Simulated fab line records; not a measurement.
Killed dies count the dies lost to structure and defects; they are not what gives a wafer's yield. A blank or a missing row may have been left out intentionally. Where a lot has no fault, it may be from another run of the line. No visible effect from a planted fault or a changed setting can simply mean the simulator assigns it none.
Problem report in the 8D (eight disciplines) form, filled by code    flow n5_finfet    the parts of the form that need people (team, actions taken, sign-off) are left out

== 1. THE ISSUE ==
A mean of 4.137 s is read at N5_BEOL_M8_CMP_52 for overpolish_run_s, taken on 1 wafer of 1 lot, against 6.900 s (standard deviation 0.0084) on wafers free of any fault. That is -99 or more standard deviations from the usual mean.
The step: polishes, stops on SiCOH lowk, t overpolish 6.9 s, target thk 80 nm.
Earliest sighting: wafer L907.4 on cmp-04 at day 15 09:55. The record has a number at this step for 30 wafers belonging to 10 lots. The rule behind "out" and "out of limits": a value lying over 4 standard deviations away from the usual mean. The rest of the wafers with a number are treated as sound.

== 2. WHAT IT IS, AND WHAT IT ISN'T ==
question                     is                                          is not
which readings at this step  overpolish_run_s, barrier_field_endpoint_s  motor_current_A
which lots                   L907                                        L890, L891, L893, L895, L897, L899, L905, L909, L912
which wafers of those lots   L907.4                                      L907.3, L907.5
read on which tools          cmp-04                                      cmp-02, cmp-03
when                         from day 15 09:55                           up to then (23 sound wafers); but 6 sound wafers of L909, L912 came after

== 3. SUSPECTS, AND WHAT RULES EACH OUT ==
Counting: a tool at a process step up to the reading stays a suspect if it ran every lot that is out. Sound lots after the first of them don't rule it out here, since some wafers of a struck lot are sound.
- pecvd-03 at N5_BEOL_M8_PECVD_70 (deposits SiO2 from TEOS/O2, target thk 20 nm, time 22.7 s): kept. The lot that is out, L907, ran on it at day 15 02:52; the last sound lot it ran before that was L899, at day 13 00:22.
- rie_diel-03 at N5_BEOL_M8_STRIP_36 (strips in N2/H2): kept. The lot that is out, L907, ran on it at day 15 07:14; the last sound lot it ran before that was L899, at day 13 04:13.
- cmp-04 at N5_BEOL_M8_CMP_52 (polishes, stops on SiCOH lowk, t overpolish 6.9 s, target thk 80 nm): kept. The lot that is out, L907, ran on it at day 15 09:55; the last sound lot it ran before that was L899, at day 13 06:36. Its own readings are out on those wafers: barrier_field_endpoint_s, overpolish_run_s.
- Within pecvd-03 at N5_BEOL_M8_PECVD_70: the wafers that are out ran in chamber 0; their sound lot-mates ran in chambers 1, 2.
Left after counting: pecvd-03 at N5_BEOL_M8_PECVD_70, rie_diel-03 at N5_BEOL_M8_STRIP_36, cmp-04 at N5_BEOL_M8_CMP_52.

== 4. THE CAUSE (what the simulator had put in) ==
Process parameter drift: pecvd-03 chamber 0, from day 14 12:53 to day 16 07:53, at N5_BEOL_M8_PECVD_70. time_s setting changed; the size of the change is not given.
Of the 3 suspects that counting leaves, this tool is one.

== 5. SEQUENCE OF EFFECTS, ordered by route ==
Rows list readings where the struck wafers' mean (over those with a number) sits beyond 3 standard deviations from the usual. Scope: only readings with a usual standard deviation given in the record; hours: median across lots of the time from each lot's start at the first step in this table that gives one to its start at this step; sigmas: change in usual standard deviations.
hours  step               reading                   usual    on struck wafers  change  sigmas
0      N5_BEOL_M8_CMP_52  barrier_field_endpoint_s  28.9 s   42.7              +13.8   +18
0      N5_BEOL_M8_CMP_52  overpolish_run_s          6.900 s  4.137             -2.763  -99 or more
Process steps it contains:
- N5_BEOL_M8_CMP_52: polishes, stops on SiCOH lowk, t overpolish 6.9 s, target thk 80 nm.
Later measuring or inspecting steps at which every struck wafer that the step has a row for has a number for every such reading, and none has moved that far: N5_BEOL_M8_INSPECT_58.

== 6. HOW IT WOULD HAVE BEEN CAUGHT EARLIER ==
21 hours passed between the start of the fault at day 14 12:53 and the first reading out of limits in this record, taken at day 15 09:55.
Tool readings at N5_BEOL_M8_PECVD_70 with a usual standard deviation given in the record: none out on any struck wafer, hence no alarm at a limit of 4 standard deviations on them.
By day 15 09:55, every lot that is out (1) had started N5_BEOL_M8_PECVD_70 on pecvd-03. Holding the tool at that point would not have protected any of them.
